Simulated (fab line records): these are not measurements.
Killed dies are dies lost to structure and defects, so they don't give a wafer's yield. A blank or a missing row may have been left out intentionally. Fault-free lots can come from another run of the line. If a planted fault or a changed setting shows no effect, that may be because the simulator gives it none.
fab line records	flow n5_finfet
record lots=10	wafers=25	last_day=19
route steps=1938 shown BEOL_M1@792 BEOL_M4@1111 PASSIVATION@1936
lots that met no fault: from a run of the same line without faults
start_h: the number of hours between the record's first day and the start of the first shown wafer of the lot	wait_h: hours since the lot's step before	" unchanged from the row above	L1.1+2: a row that stands for several wafers	- either no value or no given start	* or withheld: withheld	< > ~ a bound
route shown NAME@n: NAME is a module with steps in the file, n the number in the route of the first one	usual: mean/standard deviation taken from wafers without a fault	same: alike in all rows	chamber/n: place in a boat	sites: per-site readings	_std_site: the standard deviation of these	_edge_site: inner sites' mean taken away from outer sites' mean	radius_mm: for every site, how far away it sits from the centre of the wafer	mask NAME#n: copy n	behind: tool/chamber where the wafer was last shaped	hold: the reason the lot was held/the length of the hold in hours/how it ended	device: the transistor (n, p or np) that didn't switch	end of line: at the end of the route, the tests of the same wafers	a step given without rows: its recipe and nothing more	killed: not the wafer's yield, but the dies lost to structure and defects at the first sort	map: the dies of a wafer, with x for killed, . for not killed, _ for no die there
set.NAME: the setting as run; set.NAME@STEP: as run at that earlier step	model.NAME: the simulator's own value behind a step, which no gauge read
steps of the route over a sample of lots; a table a step, a row a wafer
services: the hour from which a tool's chamber was out of use, counted from the record's first day as start_h (under 0 if before that day), plus the number of hours and why
## steps
# step N5_BEOL_M1_ALD_98
# recipe material=SiO2	target_thk_a=25	temp_c=100	ald_precursor_family=BDEAS	ald_co_reactant=O2-plasma	pulse_time_s=1	co_reactant_pulse_time_s=1	purge_time_s=2	co_reactant_purge_time_s=2	ald_cycles=17	pressure_torr=2
# usual ald_cycles=17/0	heater_power_w=77/8.6	precursor_pulse_height_rel=0.998/0.02
lot.wafer	tool	chamber	start_h	wait_h	ald_cycles	heater_power_w	precursor_pulse_height_rel	since_wet_clean_h
L314.2	ald_sin-04	1	119.59	0.1	17	79	0.975	19
L314.3	"	3	"	"	17	70	1.008	19
L314.5	"	1	"	"	17	78	0.970	-
L316.1	ald_sin-04	1	150.52	0.1	17	82	0.979	50
L316.5	"	1	"	"	17	81	0.986	-
L316.6	"	2	"	"	17	92	0.965	-
L317.1	ald_sin-04	1	154.95	0.7	17	80	1.007	54
L317.5	"	2	"	"	17	93	0.990	-
L323.1	ald_sin-03	2	188.14	0.1	17	77	0.963	285
L323.2	"	0	"	"	17	73	0.998	285
L323.5	"	0	"	"	17	75	0.967	-
L325.3	ald_sin-03	0	194.92	0.1	17	75	1.011	292
L325.6	"	3	"	"	17	66	1.012	-
L327.4	ald_sin-03	1	212.19	0.1	17	81	1.033	309
L327.6	"	3	"	"	17	66	1.014	-
L333.1	ald_sin-03	3	240.42	0.3	17	66	1.023	337
L333.3	"	1	"	"	17	77	0.987	337
L334.1	ald_sin-04	2	246.60	0.1	17	94	1.023	146
L334.2	"	0	"	"	17	66	0.992	146
L334.5	"	2	"	"	17	96	1.031	-
L336.3	ald_sin-03	1	257.58	0.1	17	79	0.995	354
L336.5	"	2	"	"	17	80	0.991	-
L336.6	"	3	"	"	17	66	0.989	-
L337.1	ald_sin-04	3	257.98	0.1	17	68	0.991	157
L337.4	"	1	"	"	17	79	1.010	157
# step N5_BEOL_M1_STRIP_36
# recipe chemistry=N2/H2	power_w=450	temp_c=40	pressure_mtorr=20	rf_frequency_hz=6e+07	overash_fraction=0.3	bias_power_w=7	h2_frac=0.5	n2_flow_sccm=200	h2_flow_sccm=200
# usual drypump_motor_current_A=5.78/0.21	h2_flow_sccm=200.0/0.58	oes_product_au=0.80/0.08	rf_vpp_V=59.4/1.6	showerhead_plenum_p_Torr=2.54/0.073	throttle_valve_pct=23.5/0.43
lot.wafer	tool	chamber	start_h	wait_h	drypump_motor_current_A	h2_flow_sccm	oes_product_au	rf_hours_counter_h	rf_vpp_V	showerhead_plenum_p_Torr	throttle_valve_pct
L314.2	rie_diel-05	2	132.13	0.0	5.68	199.2	0.71	219	61.5	2.51	24.0
L314.3	"	0	"	"	5.80	200.6	0.75	170	58.8	2.52	23.4
L314.5	"	0	"	"	5.82	200.8	0.74	-	59.8	2.52	23.4
L316.1	rie_diel-01	1	159.54	0.0	6.11	200.9	0.85	61	61.6	2.59	23.8
L316.5	"	2	"	"	5.66	199.3	0.72	-	60.2	2.64	24.0
L316.6	"	0	"	"	5.64	199.9	0.84	-	58.2	2.47	23.0
L317.1	rie_diel-01	1	166.07	0.0	6.14	199.6	0.84	64	60.8	2.59	23.8
L317.5	"	2	"	"	5.68	200.0	0.72	-	60.8	2.64	24.0
L323.1	rie_diel-01	2	197.79	0.0	5.67	199.9	0.70	211	60.2	2.63	24.0
L323.2	"	1	"	"	6.09	199.3	0.83	73	59.1	2.58	23.8
L323.5	"	0	"	"	5.69	199.9	0.82	-	59.9	2.46	23.0
L325.3	rie_diel-06	2	205.21	0.0	6.03	200.8	0.74	130	59.1	2.46	24.2
L325.6	"	0	"	"	5.90	199.8	0.74	-	63.0	2.63	23.9
L327.4	rie_diel-05	1	216.12	0.0	5.16	199.6	0.70	183	60.1	2.40	23.5
L327.6	"	3	"	"	5.75	199.3	0.83	-	61.2	2.46	23.3
L333.1	rie_diel-01	1	258.44	0.0	6.11	200.5	0.80	86	60.8	2.58	23.8
L333.3	"	0	"	"	5.67	200.4	0.78	92	57.5	2.45	23.1
L334.1	rie_diel-01	1	258.91	0.0	6.14	200.6	0.82	86	63.9	2.58	23.8
L334.2	"	2	"	"	5.67	200.4	0.68	231	58.1	2.62	24.0
L334.5	"	1	"	"	6.10	200.6	0.81	-	60.3	2.58	23.9
L336.3	rie_diel-01	1	265.98	0.0	6.13	200.3	0.80	88	60.2	2.58	23.9
L336.5	"	1	"	"	6.10	199.8	0.81	-	61.7	2.58	23.8
L336.6	"	2	"	"	5.68	199.9	0.69	-	59.7	2.62	24.0
L337.1	rie_diel-05	3	274.62	0.0	5.76	200.5	0.81	113	57.2	2.46	23.3
L337.4	"	2	"	"	5.65	200.0	1.01	2	57.5	2.49	23.5
# step N5_BEOL_M1_ALD_84
# recipe material=TaN	target_thk_a=*	temp_c=275	ald_precursor_family=PDMAT	ald_co_reactant=NH3	pressure_torr=3	carrier_flow_sccm=1500	pulse_time_s=2	purge_time_s=3	co_reactant_purge_time_s=2	co_reactant_pulse_time_s=3	ald_cycles=30	precursor_vessel_temp_c=75	precursor_vessel_pressure_torr=26.25	precursor_vessel_carrier_sccm=1000
# usual ald_cycles=30/0	heater_power_w=417/31
lot.wafer	tool	chamber	start_h	wait_h	ald_cycles	heater_power_w	since_wet_clean_h
L314.2	ald_metal-01	2	132.78	0.1	30	445	2873
L314.3	"	1	"	"	30	448	2873
L314.5	"	2	"	"	30	454	-
L316.1	ald_metal-04	1	160.21	0.0	30	351	4439
L316.5	"	1	"	"	30	355	-
L316.6	"	2	"	"	30	418	-
L317.1	ald_metal-04	2	166.56	0.0	30	410	4445
L317.5	"	2	"	"	30	404	-
L323.1	ald_metal-04	3	198.32	0.0	30	435	4477
L323.2	"	0	"	"	30	406	4477
L323.5	"	1	"	"	30	358	-
L325.3	ald_metal-04	0	205.72	0.0	22	398	4484
L325.6	"	3	"	"	22	430	-
L327.4	ald_metal-04	2	217.06	0.0	30	413	4495
L327.6	"	0	"	"	22	396	-
L333.1	ald_metal-03	2	259.48	0.1	30	397	1461
L333.3	"	3	"	"	30	366	1461
L334.1	ald_metal-03	2	260.04	0.2	30	394	1461
L334.2	"	0	"	"	30	432	1461
L334.5	"	2	"	"	30	398	-
L336.3	ald_metal-03	2	267.15	0.1	30	408	1468
L336.5	"	2	"	"	30	389	-
L336.6	"	3	"	"	30	363	-
L337.1	ald_metal-03	0	275.63	0.0	30	437	1477
L337.4	"	1	"	"	30	446	1477
# step N5_BEOL_M1_ANNEAL_82
# recipe temp_c=400	time_s=240	ambient=vacuum
# usual heater_power_w=847/83
lot.wafer	tool	chamber	start_h	wait_h	heater_power_w
L314.2	pvd_sputter-02	-	135.30	0.0	754
L314.3	"	-	"	"	954
L314.5	"	-	"	"	784
L316.1	pvd_sputter-02	-	161.20	0.0	747
L316.5	"	-	"	"	957
L316.6	"	-	"	"	763
L317.1	pvd_sputter-02	-	167.64	0.0	940
L317.5	"	-	"	"	784
L323.1	pvd_sputter-02	-	199.38	0.0	935
L323.2	"	-	"	"	800
L323.5	"	-	"	"	753
L325.3	pvd_sputter-03	-	208.56	0.0	891
L325.6	"	-	"	"	858
L327.4	pvd_sputter-03	-	218.18	0.0	860
L327.6	"	-	"	"	762
L333.1	pvd_sputter-03	-	260.96	0.0	887
L333.3	"	-	"	"	764
L334.1	pvd_sputter-02	-	262.00	0.0	788
L334.2	"	-	"	"	804
L334.5	"	-	"	"	730
L336.3	pvd_sputter-03	-	268.43	0.0	909
L336.5	"	-	"	"	752
L336.6	"	-	"	"	850
L337.1	pvd_sputter-01	-	276.73	0.0	843
L337.4	"	-	"	"	908
# step N5_BEOL_M4_RC_MEAS_101
# usual CHAIN_V0=236/13	CHAIN_V0_max_site=245/14	COMB_M1=5.8e-11/1.3e-11	COMB_M1_max_site=8.2e-11/2e-11	DIBL_N=36.4/2.2	DIBL_P=36.3/2.5	IOFF_N=0.17/0.052	IOFF_P=0.23/0.049	ION_N=674/17	ION_P=464/11	SS_N=71.7/0.98	SS_P=73.3/0.84	VT_N=250/4	VT_P=-249/3.8
lot.wafer	tool	chamber	start_h	wait_h	CHAIN_V0[ohm/link]	CHAIN_V0_max_site[ohm/link]	COMB_M1[S/m]	COMB_M1_max_site[S/m]	DIBL_N[mV/V]	DIBL_P[mV/V]	IOFF_N[nA/um]	IOFF_P[nA/um]	ION_N[uA/um]	ION_P[uA/um]	SS_N[mV/dec]	SS_P[mV/dec]	VT_N[mV]	VT_P[mV]
L314.2	prober-02	0	175.89	0.2	243	246	4.1e-11	7e-11	36.9	38.2	0.18	0.25	708	483	71.2	73.4	246	-246
L314.3	"	0	"	"	230	240	5.3e-11	6.5e-11	40.0	41.8	0.23	0.32	704	487	72.4	75.1	245	-243
L314.5	"	0	"	"	246	257	4.1e-11	6e-11	38.3	40.1	0.19	0.30	682	472	72.0	75.2	246	-245
L317.1	prober-02	0	228.12	0.0	238	254	4.6e-11	6.7e-11	37.2	36.4	0.19	0.25	657	448	73.0	74.4	248	-247
L317.5	"	0	"	"	245	251	7.6e-11	1.11e-10	38.7	39.8	0.22	0.33	654	455	72.3	75.3	247	-245
L316.1	prober-02	0	239.10	0.0	234	243	5.9e-11	9.5e-11	37.6	38.8	0.21	0.33	691	477	71.3	73.8	246	-242
L316.5	"	0	"	"	240	248	5.7e-11	1.07e-10	36.1	35.6	0.16	0.25	686	481	71.6	73.1	251	-244
L316.6	"	0	"	"	243	247	3.7e-11	6.4e-11	33.2	33.2	0.12	0.21	656	464	70.8	72.4	256	-247
L323.1	prober-01	0	242.72	0.0	246	257	5.4e-11	9e-11	41.1	40.1	0.28	0.34	689	468	73.3	74.4	242	-240
L323.2	"	0	"	"	247	250	5.7e-11	7.4e-11	36.0	35.0	0.16	0.24	667	465	70.9	72.9	248	-247
L323.5	"	0	"	"	227	235	6.8e-11	1.15e-10	35.1	33.7	0.13	0.20	650	453	71.6	72.8	251	-249
L325.3	prober-01	0	275.87	0.3	184	198	9.5e-11	1.13e-10	38.0	38.4	0.17	0.23	644	438	72.0	74.0	250	-252
L325.6	"	0	"	"	186	194	1.15e-10	1.95e-10	38.1	39.3	0.19	0.25	682	470	71.5	73.1	245	-251
L327.4	prober-02	0	284.88	0.5	234	241	4.5e-11	7e-11	37.1	35.3	0.16	0.20	704	471	71.8	72.6	245	-248
L327.6	"	0	"	"	189	196	1.25e-10	1.74e-10	36.0	35.2	0.15	0.19	685	472	71.4	72.4	251	-252
L333.1	prober-02	0	317.45	0.0	265	274	4.7e-11	8.6e-11	36.8	36.9	0.18	0.24	689	468	71.7	72.9	245	-248
L333.3	"	0	"	"	268	277	4.7e-11	6.5e-11	38.1	38.4	0.19	0.25	679	463	72.0	73.9	246	-245
L334.1	prober-01	0	326.37	0.0	252	264	6.3e-11	7.1e-11	33.2	33.6	0.11	0.17	667	459	70.6	71.8	252	-249
L334.2	"	0	"	"	231	238	8.6e-11	1.32e-10	37.1	37.4	0.18	0.23	695	472	72.1	72.9	244	-244
L334.5	"	0	"	"	242	248	6.3e-11	9.1e-11	35.7	35.1	0.15	0.18	659	451	70.6	72.5	251	-252
L336.3	prober-01	0	348.84	0.3	247	249	4.6e-11	7.5e-11	35.3	35.1	0.15	0.21	679	470	71.6	73.5	252	-248
L336.5	"	0	"	"	245	250	7.9e-11	9.4e-11	37.2	37.3	0.19	0.24	687	470	71.8	73.9	247	-249
L336.6	"	0	"	"	254	270	4.8e-11	7.3e-11	32.0	30.7	0.11	0.16	676	470	69.8	72.2	255	-253
L337.1	prober-01	0	349.46	0.7	227	240	5.8e-11	7.3e-11	33.5	34.5	0.12	0.19	652	459	71.2	72.9	255	-249
L337.4	"	0	"	"	230	235	3.9e-11	5.4e-11	34.1	34.9	0.14	0.20	674	470	70.4	71.8	248	-249
# sites CHAIN_V0 radius_mm=0,75,75,75,75,140,140,140,140
L314.2 246 242 243 245 246 246 241 240 239
L317.1 235 244 254 252 251 235 236 235 238
L316.1 234 232 243 237 242 218 234 219 227
L323.1 251 257 246 249 252 240 231 226 232
L325.3 172 170 173 184 180 194 189 198 184
L327.4 220 219 228 224 238 239 241 241 234
L333.1 259 274 265 270 258 265 269 253 274
L334.1 258 264 252 257 260 244 248 238 248
L336.3 247 247 247 249 245 238 243 247 241
L337.1 231 227 235 229 240 217 227 220 224
# sites COMB_M1 radius_mm=0,75,75,75,75,140,140,140,140
L314.2 4.1e-11 4.6e-11 3.4e-11 4.8e-11 4.1e-11 5.7e-11 3.4e-11 7e-11 3.3e-11
L317.1 6.7e-11 4.6e-11 3.3e-11 5.1e-11 4.2e-11 4.7e-11 3.5e-11 4.6e-11 3.5e-11
L316.1 5.7e-11 6.2e-11 6.1e-11 5.3e-11 5.8e-11 5.9e-11 5.6e-11 9.5e-11 8e-11
L323.1 4.9e-11 6.1e-11 4.5e-11 3.9e-11 5.4e-11 5.6e-11 7.1e-11 9e-11 5.1e-11
L325.3 9.3e-11 1.13e-10 8.5e-11 1.09e-10 1.06e-10 5.8e-11 9.5e-11 8.5e-11 1.1e-10
L327.4 5.2e-11 5.4e-11 4e-11 4.4e-11 4.9e-11 4.2e-11 4.5e-11 4.2e-11 7e-11
L333.1 5.9e-11 4.2e-11 4.6e-11 3.8e-11 4.7e-11 8.6e-11 5.2e-11 5.6e-11 3.8e-11
L334.1 7.1e-11 4.3e-11 4.8e-11 6.5e-11 6.9e-11 4.5e-11 6.3e-11 6.3e-11 6e-11
L336.3 3.8e-11 4.4e-11 4.9e-11 7.5e-11 4.6e-11 6.1e-11 3e-11 4.9e-11 3.4e-11
L337.1 6.5e-11 7.3e-11 5.4e-11 5.8e-11 3.8e-11 4.1e-11 4.9e-11 6.1e-11 6.1e-11
# step N5_PASSIVATION_PROBE_49
# usual defect_limited_yield=91.2/1.4	killed_at_M0_to_M3=34/9.3	killed_at_M4_up=14/5.9	killed_at_contacts=14/5.7	killed_at_front_end=38/10	killed_at_other=4/3.2	killed_dies=104/17	killed_open=67/13	killed_short=33/6.9	sort_bin_4_leakage=0/3.6	sort_bin_5_function=5.2/1	sort_bin_6_memory=3.3/0.61	sort_bin_8_speed=0.3/1.8	sort_n_pass=1069/52
# same gross_dies=1180	killed_at_back_side=0
lot.wafer	tool	chamber	start_h	wait_h	defect_limited_yield[%]	killed_at_M0_to_M3	killed_at_M4_up	killed_at_contacts	killed_at_front_end	killed_at_other	killed_dies	killed_open	killed_short	sort_bin_4_leakage[%]	sort_bin_5_function[%]	sort_bin_6_memory[%]	sort_bin_8_speed[%]	sort_n_pass
L314.2	prober-01	-	286.18	0.1	92.6	19	18	13	31	6	87	52	32	0	4.2	2.8	0	1093
L314.3	prober-01	-	286.23	0.1	93.4	28	9	7	34	0	78	46	30	0	3.7	2.6	0	1102
L314.5	prober-01	-	286.33	0.2	91.6	33	19	8	34	5	99	63	35	0	5.0	2.8	0	1081
L317.1	prober-01	-	335.93	0.0	91.1	22	25	13	40	5	105	66	34	0	5.7	2.7	0.1	1074
L317.5	prober-01	-	336.13	0.2	90.4	58	12	17	24	2	113	73	36	0	6.0	3.3	0	1067
L316.1	prober-02	-	349.74	0.8	90.4	36	12	11	44	10	113	63	42	0	6.3	3.0	0	1067
L316.5	prober-02	-	349.94	1.0	93.0	30	12	3	36	2	83	51	27	0	3.7	3.0	0	1097
L316.6	prober-02	-	349.99	1.0	92.5	33	8	12	34	1	88	58	26	0	3.8	3.3	0	1092
L323.1	prober-01	-	350.39	0.9	91.7	42	5	8	43	0	98	56	37	0	4.4	3.5	0.2	1081
L323.2	prober-01	-	350.44	1.0	89.6	38	23	14	45	3	123	85	34	0	6.9	3.5	0	1057
L323.5	prober-01	-	350.59	1.1	90.8	38	10	22	38	1	109	71	34	0	6.0	2.9	0	1071
L325.3	prober-02	-	385.23	0.1	87.5	52	14	33	44	4	147	73	26	2	6.5	3.3	0.3	1030
L325.6	prober-02	-	385.38	0.3	88.2	77	11	18	30	3	139	65	28	3	4.6	3.7	0	1041
L327.4	prober-02	-	398.76	0.2	93.1	19	12	20	25	5	81	42	23	0	4.4	2.0	0	1099
L327.6	prober-02	-	398.86	0.3	86.7	72	18	36	27	4	157	67	27	3	6.2	3.5	0	1023
L333.1	prober-02	-	417.78	0.0	90.8	39	8	16	42	4	109	67	38	0	5.7	3.4	0	1071
L333.3	prober-02	-	417.88	0.1	91.0	30	14	10	50	2	106	63	38	0	5.3	3.3	0	1074
L334.1	prober-01	-	428.67	0.0	91.2	28	8	21	37	10	104	63	29	0	5.3	3.3	0	1076
L334.2	prober-01	-	428.72	0.1	91.1	45	13	15	28	4	105	67	33	0	5.6	3.1	0	1075
L334.5	prober-01	-	428.87	0.2	92.0	35	12	12	32	3	94	57	31	0	4.5	2.8	0	1086
L337.1	prober-01	-	461.54	0.7	89.5	45	15	9	47	8	124	65	44	0	6.3	3.6	0	1056
L337.4	prober-01	-	461.69	0.8	91.2	33	13	7	41	10	104	63	35	0	5.8	2.9	0	1076
L336.3	prober-01	-	461.94	0.9	93.9	23	21	14	12	2	72	53	17	0	3.6	2.2	0	1108
L336.5	prober-01	-	462.04	1.0	91.7	29	17	18	32	2	98	67	28	0	4.8	3.2	0	1082
L336.6	prober-01	-	462.09	1.0	93.0	26	14	9	31	3	83	56	27	0	4.2	2.7	0	1097
# killed by level:class
L314.2 MOL_CONTACT_COAG:geometric_particle:open=9 BEOL_M4:geometric_particle:open=9 DUMMY_GATE:geometric_particle:open=7 FIN_SAQP:geometric_particle:open=6 FIN_SAQP:geometric_particle:short=6 BEOL_M3:geometric_particle:open=4 MOL_CONTACT_COAG:geometric_particle:short=4 BEOL_M1:geometric_particle:open=4
L314.3 FIN_SAQP:geometric_particle:open=10 FIN_SAQP:geometric_particle:short=10 BEOL_M0_SAQP:geometric_particle:open=7 MOL_CONTACT_COAG:geometric_particle:open=5 BEOL_M1:geometric_particle:short=5 BEOL_M1:geometric_particle:open=4 BEOL_M0_SAQP:geometric_particle:short=4 BEOL_M3:geometric_particle:open=4
L314.5 FIN_SAQP:geometric_particle:short=9 FIN_SAQP:geometric_particle:open=7 BEOL_M1:geometric_particle:open=7 MOL_CONTACT_COAG:geometric_particle:open=6 DUMMY_GATE:geometric_particle:open=5 BEOL_M0:geometric_particle:open=5 BEOL_M3:geometric_particle:short=5 BEOL_M3:geometric_particle:open=5
L317.1 BEOL_M4:geometric_particle:open=12 STI_FIN_REVEAL:geometric_particle:open=11 MOL_CONTACT_COAG:geometric_particle:open=8 FIN_SAQP:geometric_particle:open=6 BEOL_M0_SAQP:geometric_particle:open=5 BEOL_M1:geometric_particle:open=5 BEOL_M3:geometric_particle:open=5 STI_FIN_REVEAL:geometric_particle:short=4
L317.5 BEOL_M3:geometric_particle:open=17 MOL_CONTACT_COAG:geometric_particle:open=15 BEOL_M0_SAQP:geometric_particle:open=10 BEOL_M0_SAQP:geometric_particle:short=7 BEOL_M1:geometric_particle:open=6 BEOL_M2:geometric_particle:short=6 DUMMY_GATE:geometric_particle:open=5 BEOL_M4:geometric_particle:open=5
L316.1 FIN_SAQP:geometric_particle:short=17 FIN_SAQP:geometric_particle:open=16 MOL_CONTACT_COAG:geometric_particle:open=9 BEOL_M2:geometric_particle:open=7 BEOL_M0_SAQP:geometric_particle:open=6 BEOL_M3:geometric_particle:open=6 PASSIVATION:area_etch=6 GATE_CUT:geometric_particle:short=4
L316.5 FIN_SAQP:geometric_particle:open=13 BEOL_M1:geometric_particle:open=7 FIN_SAQP:geometric_particle:short=6 BEOL_M0_SAQP:geometric_particle:short=6 BEOL_M3:geometric_particle:open=6 DUMMY_GATE:geometric_particle:open=3 BEOL_M0_SAQP:geometric_particle:open=3 BEOL_M1:geometric_particle:short=3
L316.6 FIN_SAQP:geometric_particle:open=16 MOL_CONTACT_COAG:geometric_particle:open=10 FIN_SAQP:geometric_particle:short=7 BEOL_M3:geometric_particle:open=7 BEOL_M1:geometric_particle:open=5 BEOL_M0_SAQP:geometric_particle:short=4 BEOL_M2:geometric_particle:open=4 BEOL_M1:geometric_particle:short=3
L323.1 BEOL_M0_SAQP:geometric_particle:short=14 BEOL_M0_SAQP:geometric_particle:open=11 BEOL_M2:geometric_particle:open=11 STI_FIN_REVEAL:geometric_particle:open=9 FIN_SAQP:geometric_particle:short=7 MOL_CONTACT_COAG:geometric_particle:open=6 STARTING-WAFER:geometric_particle:short=5 FIN_SAQP:geometric_particle:open=4
L323.2 BEOL_M0_SAQP:geometric_particle:open=15 BEOL_M4:geometric_particle:open=14 MOL_CONTACT_COAG:geometric_particle:open=12 STI_FIN_REVEAL:geometric_particle:open=10 BEOL_M0_SAQP:geometric_particle:short=8 BEOL_M2:geometric_particle:open=7 FIN_SAQP:geometric_particle:short=6 FIN_SAQP:geometric_particle:open=6
L323.5 MOL_CONTACT_COAG:geometric_particle:open=19 BEOL_M0_SAQP:geometric_particle:short=15 STI_FIN_REVEAL:geometric_particle:open=12 BEOL_M4:geometric_particle:open=10 BEOL_M0_SAQP:geometric_particle:open=8 FIN_SAQP:geometric_particle:short=6 STARTING-WAFER:geometric_particle:open=5 FIN_SAQP:geometric_particle:open=4
L325.3 M1:area_ald=26 MOL_CONTACT_COAG:geometric_particle:open=22 SDB:area_etch=14 DUMMY_GATE:geometric_particle:open=6 MOL_CONTACT_COAG:geometric_particle:short=6 BEOL_M2:geometric_particle:open=6 FIN_SAQP:geometric_particle:open=5 BEOL_M0_SAQP:geometric_particle:open=5
L325.6 M1:area_ald=39 MOL_CONTACT_COAG:geometric_particle:open=12 BEOL_M3:geometric_particle:open=9 BEOL_M0_SAQP:geometric_particle:short=8 BEOL_M2:geometric_particle:open=8 FIN_SAQP:geometric_particle:open=7 GATE_CUT:geometric_particle:open=5 MOL_CONTACT_COAG:geometric_particle:short=5
L327.4 MOL_CONTACT_COAG:area_etch=12 BEOL_M4:geometric_particle:open=8 FIN_SAQP:geometric_particle:short=6 MOL_CONTACT_COAG:geometric_particle:open=6 BEOL_M3:geometric_particle:open=6 FIN_SAQP:geometric_particle:open=4 GATE_CUT:geometric_particle:short=4 BEOL_M0_SAQP:geometric_particle:open=4
L327.6 M1:area_ald=41 MOL_CONTACT_COAG:area_etch=21 MOL_CONTACT_COAG:geometric_particle:open=12 BEOL_M4:geometric_particle:open=9 BEOL_M3:geometric_particle:open=6 BEOL_M0_SAQP:geometric_particle:open=5 FIN_SAQP:geometric_particle:short=4 STI_FIN_REVEAL:geometric_particle:open=4
L333.1 DUMMY_GATE:geometric_particle:open=12 MOL_CONTACT_COAG:geometric_particle:open=12 BEOL_M0_SAQP:geometric_particle:short=9 BEOL_M1:geometric_particle:open=8 FIN_SAQP:geometric_particle:open=7 BEOL_M0_SAQP:geometric_particle:open=5 GATE_CUT:geometric_particle:short=5 BEOL_M3:geometric_particle:open=5
L333.3 FIN_SAQP:geometric_particle:open=15 FIN_SAQP:geometric_particle:short=11 BEOL_M0_SAQP:geometric_particle:open=10 MOL_CONTACT_COAG:geometric_particle:open=8 BEOL_M2:geometric_particle:open=7 GATE_CUT:geometric_particle:short=6 BEOL_M0_SAQP:geometric_particle:short=6 STI_FIN_REVEAL:geometric_particle:open=5
L334.1 MOL_CONTACT_COAG:geometric_particle:open=15 BEOL_M2:geometric_particle:open=10 FIN_SAQP:geometric_particle:open=7 GATE_CUT:geometric_particle:short=7 BEOL_M3:geometric_particle:open=6 PASSIVATION:area_etch=6 FIN_CUT:geometric_particle:short=5 MOL_CONTACT_COAG:geometric_particle:short=5
L334.2 BEOL_M2:geometric_particle:open=15 MOL_CONTACT_COAG:geometric_particle:open=11 BEOL_M3:geometric_particle:open=10 BEOL_M1:geometric_particle:open=8 FIN_SAQP:geometric_particle:short=5 BEOL_M0_SAQP:geometric_particle:short=5 STI_FIN_REVEAL:geometric_particle:open=5 BEOL_M4:geometric_particle:open=5
L334.5 FIN_SAQP:geometric_particle:open=8 MOL_CONTACT_COAG:geometric_particle:open=8 BEOL_M0_SAQP:geometric_particle:open=8 BEOL_M3:geometric_particle:open=6 BEOL_M0_SAQP:geometric_particle:short=5 STARTING-WAFER:geometric_particle:short=5 FIN_SAQP:geometric_particle:short=4 STI_FIN_REVEAL:geometric_particle:open=4
L337.1 BEOL_M3:geometric_particle:open=13 FIN_SAQP:geometric_particle:short=11 BEOL_M0_SAQP:geometric_particle:short=8 FIN_CUT:area_etch=8 BEOL_M1:geometric_particle:open=7 MOL_CONTACT_COAG:geometric_particle:open=6 BEOL_M4:geometric_particle:open=6 ILD0:geometric_particle:short=5
L337.4 FIN_SAQP:geometric_particle:short=12 FIN_SAQP:geometric_particle:open=11 BEOL_M2:geometric_particle:open=8 BEOL_M3:geometric_particle:open=6 BEOL_M0_SAQP:geometric_particle:short=4 MOL_CONTACT_COAG:geometric_particle:open=4 BEOL_M1:geometric_particle:open=4 STARTING-WAFER:geometric_particle:short=4
L336.3 MOL_CONTACT_COAG:geometric_particle:open=13 BEOL_M2:geometric_particle:open=10 BEOL_M4:geometric_particle:open=8 BEOL_M0_SAQP:geometric_particle:open=4 BEOL_M0_SAQP:geometric_particle:short=4 BEOL_M8:geometric_particle:open=3 BEOL_M6:geometric_particle:open=3 STI_FIN_REVEAL:geometric_particle:open=2
L336.5 MOL_CONTACT_COAG:geometric_particle:open=16 BEOL_M0_SAQP:geometric_particle:open=11 BEOL_M4:geometric_particle:open=9 BEOL_M0_SAQP:geometric_particle:short=8 STI_FIN_REVEAL:geometric_particle:open=7 STARTING-WAFER:geometric_particle:short=5 BEOL_M3:geometric_particle:open=3 BEOL_M5:geometric_particle:open=3
L336.6 BEOL_M0_SAQP:geometric_particle:open=8 BEOL_M2:geometric_particle:open=8 FIN_SAQP:geometric_particle:open=7 MOL_CONTACT_COAG:geometric_particle:open=6 BEOL_M4:geometric_particle:open=5 STI_FIN_REVEAL:geometric_particle:open=4 BEOL_M0_SAQP:geometric_particle:short=4 FIN_SAQP:geometric_particle:short=3
## services
tool	chamber	start_h	hours	kind
ald_sin-03	1	118.42	19.7	repair
ald_metal-01	-	118.89	1.0	repair
ald_sin-03	-	125.02	0.2	repair
rie_diel-06	-	132.24	0.2	repair
rie_diel-01	2	137.63	13.2	repair
rie_diel-06	-	142.13	0.4	repair
ald_sin-03	-	144.13	2.8	pm
rie_diel-01	3	145.39	3.7	repair
pvd_sputter-01	-	155.00	1.1	repair
ald_sin-03	-	159.04	6.0	pm
rie_diel-05	3	162.96	6.1	repair
ald_metal-03	1	165.73	9.0	repair
rie_diel-05	2	176.92	13.9	repair
ald_sin-04	-	178.49	0.7	repair
ald_metal-04	-	189.13	6.0	pm
rie_diel-01	3	191.61	6.5	repair
ald_metal-01	-	209.19	8.7	pm
rie_diel-01	1	226.27	14.9	repair
rie_diel-01	3	231.16	2.1	repair
rie_diel-01	1	243.55	4.0	repair
ald_metal-01	-	249.05	6.0	pm
ald_metal-01	2	260.46	27.8	repair
ald_metal-01	3	266.27	24.0	repair
ald_sin-03	-	269.18	14.0	pm
## key
first_sign step=N5_BEOL_M1_ALD_84	reading=ald_cycles	direction=down	sigmas=99+	usual=*	struck=*
effect step=N5_BEOL_M4_RC_MEAS_101	reading=COMB_M1	direction=up	sigmas=4.3	usual=5.8e-11	struck=1.12e-10
effect step=N5_BEOL_M4_RC_MEAS_101	reading=CHAIN_V0	direction=down	sigmas=3.9	usual=236	struck=186
effect step=N5_BEOL_M4_RC_MEAS_101	reading=COMB_M1_max_site	direction=up	sigmas=3.9	usual=8.2e-11	struck=1.61e-10
effect step=N5_BEOL_M4_RC_MEAS_101	reading=CHAIN_V0_max_site	direction=down	sigmas=3.6	usual=245	struck=196
effect step=N5_PASSIVATION_PROBE_49	reading=killed_at_M0_to_M3	direction=up	sigmas=3.6	usual=34	struck=67
more_kills_born_at N5_BEOL_M1_ALD_84@ald_metal-04=106
met_at N5_BEOL_M1_ALD_84
struck_lots L325,L327
struck_wafers L325.3,L325.6,L327.6
baseline_loss step=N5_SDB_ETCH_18	wafers=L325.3
baseline_loss step=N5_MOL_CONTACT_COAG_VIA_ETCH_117	wafers=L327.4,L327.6
not_acting_at N5_BEOL_M1_ALD_98,N5_BEOL_M1_STRIP_36,N5_BEOL_M1_ANNEAL_82
onset_between 198.32 205.72
fault kind=process_parameter_drift	tool=ald_metal-04	chamber=-	onset_h=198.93	steps=N5_BEOL_M1_ALD_84	channel=ald_cycles	offset=*	shape=step	end_h=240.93	scope=struck_wafers_only	acts_in=*	stated=*
# baseline_loss: these wafers lose ten dies or more at that step, a loss of the line's own and not of a fault; the sort's usual values leave them out
